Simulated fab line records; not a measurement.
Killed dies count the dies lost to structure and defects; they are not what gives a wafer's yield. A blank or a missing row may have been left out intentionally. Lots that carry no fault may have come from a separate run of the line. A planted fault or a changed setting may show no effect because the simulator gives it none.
Split-lot study :: flow n5_finfet :: route with 1938 steps; 7 lots, 21 wafers read

ABOUT THE SPLIT
At N5_BEOL_M15_CMP_49 (polishes, stops on SiO2, t overpolish 4.9 s, target thk 850 nm), the setting down_force_psi was moved away from the recipe's 2 psi on 6 of the 21 wafers read, by -17.5% to +21.8%. This setting was run at the recipe's value on the other wafers.

Reading taken at the split's own step.

THE READING
barrier_field_endpoint_s, in s, at N5_BEOL_M15_CMP_49 (polishes, stops on SiO2, t overpolish 4.9 s, target thk 850 nm). Fault-free wafers of this fab line usually give 11.51 s, standard deviation 0.24 s.

wafer: L075.4
tool, chamber at the split: cmp-02, 0
down_force_psi as run, psi: 2
against the recipe: recipe
barrier_field_endpoint_s, s: 11.73
against lot-mates on the recipe: -

wafer: L075.1
tool, chamber at the split: cmp-02, 1
down_force_psi as run, psi: 2
against the recipe: recipe
barrier_field_endpoint_s, s: 11.52
against lot-mates on the recipe: -

wafer: L075.3
tool, chamber at the split: cmp-02, 2
down_force_psi as run, psi: 2
against the recipe: recipe
barrier_field_endpoint_s, s: 11.84
against lot-mates on the recipe: -

wafer: L078.2
tool, chamber at the split: cmp-03, 1
down_force_psi as run, psi: 2.429
against the recipe: +21.4%
barrier_field_endpoint_s, s: 8.81
against lot-mates on the recipe: no lot-mate on the recipe

wafer: L078.1
tool, chamber at the split: cmp-03, 2
down_force_psi as run, psi: 2.429
against the recipe: +21.4%
barrier_field_endpoint_s, s: 9.19
against lot-mates on the recipe: no lot-mate on the recipe

wafer: L078.6
tool, chamber at the split: cmp-03, 0
down_force_psi as run, psi: 2.429
against the recipe: +21.4%
barrier_field_endpoint_s, s: 9.48
against lot-mates on the recipe: no lot-mate on the recipe

wafer: L085.1
tool, chamber at the split: cmp-02, 2
down_force_psi as run, psi: 2.435
against the recipe: +21.8%
barrier_field_endpoint_s, s: 9.24
against lot-mates on the recipe: -2.23

wafer: L085.5
tool, chamber at the split: cmp-02, 0
down_force_psi as run, psi: 2
against the recipe: recipe
barrier_field_endpoint_s, s: 11.49
against lot-mates on the recipe: -

wafer: L085.6
tool, chamber at the split: cmp-02, 1
down_force_psi as run, psi: 2
against the recipe: recipe
barrier_field_endpoint_s, s: 11.45
against lot-mates on the recipe: -

wafer: L087.4
tool, chamber at the split: cmp-01, 1
down_force_psi as run, psi: 2
against the recipe: recipe
barrier_field_endpoint_s, s: 11.88
against lot-mates on the recipe: -

wafer: L087.3
tool, chamber at the split: cmp-01, 3
down_force_psi as run, psi: 1.884
against the recipe: -5.8%
barrier_field_endpoint_s, s: 12.49
against lot-mates on the recipe: +0.74

wafer: L087.6
tool, chamber at the split: cmp-01, 1
down_force_psi as run, psi: 2
against the recipe: recipe
barrier_field_endpoint_s, s: 11.62
against lot-mates on the recipe: -

wafer: L093.3
tool, chamber at the split: cmp-03, 2
down_force_psi as run, psi: 2
against the recipe: recipe
barrier_field_endpoint_s, s: 11.12
against lot-mates on the recipe: -

wafer: L093.4
tool, chamber at the split: cmp-03, 0
down_force_psi as run, psi: 2
against the recipe: recipe
barrier_field_endpoint_s, s: 11.90
against lot-mates on the recipe: -

wafer: L093.6
tool, chamber at the split: cmp-03, 1
down_force_psi as run, psi: 1.649
against the recipe: -17.5%
barrier_field_endpoint_s, s: 13.49
against lot-mates on the recipe: +1.98

wafer: L097.3
tool, chamber at the split: cmp-02, 3
down_force_psi as run, psi: 2
against the recipe: recipe
barrier_field_endpoint_s, s: 11.22
against lot-mates on the recipe: -

wafer: L097.6
tool, chamber at the split: cmp-02, 0
down_force_psi as run, psi: 2
against the recipe: recipe
barrier_field_endpoint_s, s: 11.67
against lot-mates on the recipe: -

wafer: L097.5
tool, chamber at the split: cmp-02, 1
down_force_psi as run, psi: 2
against the recipe: recipe
barrier_field_endpoint_s, s: 11.28
against lot-mates on the recipe: -

wafer: L092.3
tool, chamber at the split: cmp-03, 0
down_force_psi as run, psi: 2
against the recipe: recipe
barrier_field_endpoint_s, s: 11.57
against lot-mates on the recipe: -

wafer: L092.1
tool, chamber at the split: cmp-03, 1
down_force_psi as run, psi: 2
against the recipe: recipe
barrier_field_endpoint_s, s: 11.41
against lot-mates on the recipe: -

wafer: L092.6
tool, chamber at the split: cmp-03, 2
down_force_psi as run, psi: 2
against the recipe: recipe
barrier_field_endpoint_s, s: 11.12
against lot-mates on the recipe: -

FIT RESULTS
A straight line over all 21 wafers: barrier_field_endpoint_s changes by -0.111 s for each +1% of down_force_psi; r = -0.98; the points scatter about the line by 0.26 s.
The same after taking each lot's own level away (the mean of its wafers on the recipe; 18 wafers): -0.107 s for each +1%; r = -0.97; scatter 0.2 s.
According to that fit, moving down_force_psi by its largest amount changes the reading by 2.3 s.
From 11.367 to 11.750 s: that is the span of the lots' own levels, equal to 1.6 times the standard deviation above.
Consequently the slope shifts little with the lot-to-lot level, the two slopes agreeing.
Check: for one of the wafers moved furthest among these (+21.8%), held out of the fit, the line's prediction against its lot-mates is -2.48 s. It came out at -2.23 s against them.
Tool readings at the split's step, against how far the setting was moved: barrier_field_endpoint_s r = -0.98.

FURTHER SPLITS ON THESE WAFERS
Note: prior to the reading, these wafers also went through further splits. Each is held against what the fit with the lots' levels taken away leaves over:
other split on the same wafers: N5_BEOL_M11_COAT_59 spin_rpm
wafers away from the commonest value: 7
r with barrier_field_endpoint_s (lot level and that fit taken away): +0.07

other split on the same wafers: N5_BEOL_M11_DEP_56 time_s
wafers away from the commonest value: 10
r with barrier_field_endpoint_s (lot level and that fit taken away): -0.19

other split on the same wafers: N5_BEOL_M12_ILD_DEP_00 time_s
wafers away from the commonest value: 8
r with barrier_field_endpoint_s (lot level and that fit taken away): +0.28

other split on the same wafers: N5_BEOL_M14_ILD_DEP_00 temp_c
wafers away from the commonest value: 9
r with barrier_field_endpoint_s (lot level and that fit taken away): -0.22

other split on the same wafers: N5_BEOL_M14_ETCH_59 time_s
wafers away from the commonest value: 4
r with barrier_field_endpoint_s (lot level and that fit taken away): +0.18

other split on the same wafers: N5_BEOL_M14_COAT_66 spin_rpm
wafers away from the commonest value: 8
r with barrier_field_endpoint_s (lot level and that fit taken away): +0.00

FILE'S OWN FIT
barrier_field_endpoint_s changes by -0.107 s for each +1% of down_force_psi, r = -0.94.
